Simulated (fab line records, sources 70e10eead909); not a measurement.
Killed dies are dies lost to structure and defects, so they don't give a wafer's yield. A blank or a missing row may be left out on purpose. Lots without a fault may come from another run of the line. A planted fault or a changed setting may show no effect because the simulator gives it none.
Chamber matching | flow nand_harc | NHARC_P_M0_ETCH_34 on rie_diel-10: 4 sister chambers
The step etches the open film in N2/H2, target depth 40 nm, overetch 12 nm, time 43.94 s. 24 wafers are shown with their chamber, then 12 later ones without.

WAFERS WITH THEIR CHAMBER
wafer  | chamber | showerhead_plenum_p_Torr (Torr) | drypump_motor_current_A (A) | rf_vpp_V (V)
L075.4 | 0       | 2.06                            | 5.3                         | 431.3
L075.5 | 0       | 2.06                            | 5.3                         | 431.2
L075.6 | 1       | 2.07                            | 5.7                         | 431.3
L079.2 | 3       | 2.15                            | 5.6                         | 433.6
L079.4 | 1       | 2.07                            | 5.7                         | 431.5
L079.6 | 3       | 2.15                            | 5.7                         | 434.1
L078.2 | 3       | 2.15                            | 5.7                         | 433.4
L078.4 | 0       | 2.06                            | 5.3                         | 431.1
L078.6 | 2       | 2.13                            | 5.2                         | 433.1
L081.1 | 1       | 2.07                            | 5.7                         | 431.1
L081.4 | 2       | 2.13                            | 5.2                         | 433.7
L081.6 | 1       | 2.07                            | 5.7                         | 430.4
L082.2 | 2       | 2.12                            | 5.2                         | 431.3
L082.4 | 1       | 2.07                            | 5.7                         | 430.3
L082.6 | 2       | 2.12                            | 5.2                         | 432.7
L087.2 | 3       | 2.15                            | 5.7                         | 435.0
L087.3 | 1       | 2.07                            | 5.7                         | 431.0
L087.6 | 1       | 2.07                            | 5.7                         | 430.4
L089.2 | 3       | 2.15                            | 5.7                         | 434.7
L089.4 | 0       | 2.06                            | 5.3                         | 431.0
L089.5 | 3       | 2.15                            | 5.7                         | 433.3
L090.1 | 2       | 2.12                            | 5.2                         | 432.5
L090.4 | 0       | 2.06                            | 5.3                         | 430.5
L090.6 | 2       | 2.12                            | 5.2                         | 433.6

SIGNATURES (means of the wafers above)
reading                  | chamber 0 | chamber 1 | chamber 2 | chamber 3 | scatter within a chamber
showerhead_plenum_p_Torr | 2.0600    | 2.0700    | 2.1233    | 2.1500    | 0.00258
drypump_motor_current_A  | 5.300     | 5.700     | 5.200     | 5.683     | 0.0204
rf_vpp_V                 | 431.020   | 430.857   | 432.817   | 434.017   | 0.64
Rule: a wafer's distance from a chamber is the root of the sum, over the readings, of the square of ((its reading less the chamber's mean) divided by the reading's scatter). The wafer belongs to the nearest chamber; if the next one is less than 2 further off, it can't be placed. The scatter: the root of (the sum of the squares of (reading less its chamber's mean) over the shown wafers, divided by (wafers less chambers)).

WAFERS WITHOUT THEIR CHAMBER
wafer  | showerhead_plenum_p_Torr (Torr) | drypump_motor_current_A (A) | rf_vpp_V (V)
L092.1 | 2.15                            | 5.6                         | 433.8
L092.4 | 2.12                            | 5.2                         | 432.5
L092.6 | 2.12                            | 5.2                         | 434.9
L091.1 | 2.12                            | 5.2                         | 432.9
L091.3 | 2.07                            | 5.7                         | 430.8
L091.6 | 2.15                            | 5.6                         | 433.8
L093.2 | 2.06                            | 5.3                         | 429.6
L093.3 | 2.15                            | 5.7                         | 433.4
L093.6 | 2.12                            | 5.2                         | 431.5
L097.1 | 2.12                            | 5.2                         | 432.6
L097.4 | 2.05                            | 5.3                         | 431.0
L097.6 | 2.12                            | 5.2                         | 433.5

WHICH CHAMBER EACH WENT THROUGH
wafer  | from the rows above | in truth
L092.1 | 3                   | 3
L092.4 | 2                   | 2
L092.6 | 2                   | 2
L091.1 | 2                   | 2
L091.3 | 1                   | 1
L091.6 | 3                   | 3
L093.2 | 0                   | 0
L093.3 | 3                   | 3
L093.6 | 2                   | 2
L097.1 | 2                   | 2
L097.4 | 0                   | 0
L097.6 | 2                   | 2
Placed correctly: 12 of 12. Can't be placed from these rows: 0. Placed wrongly: 0.
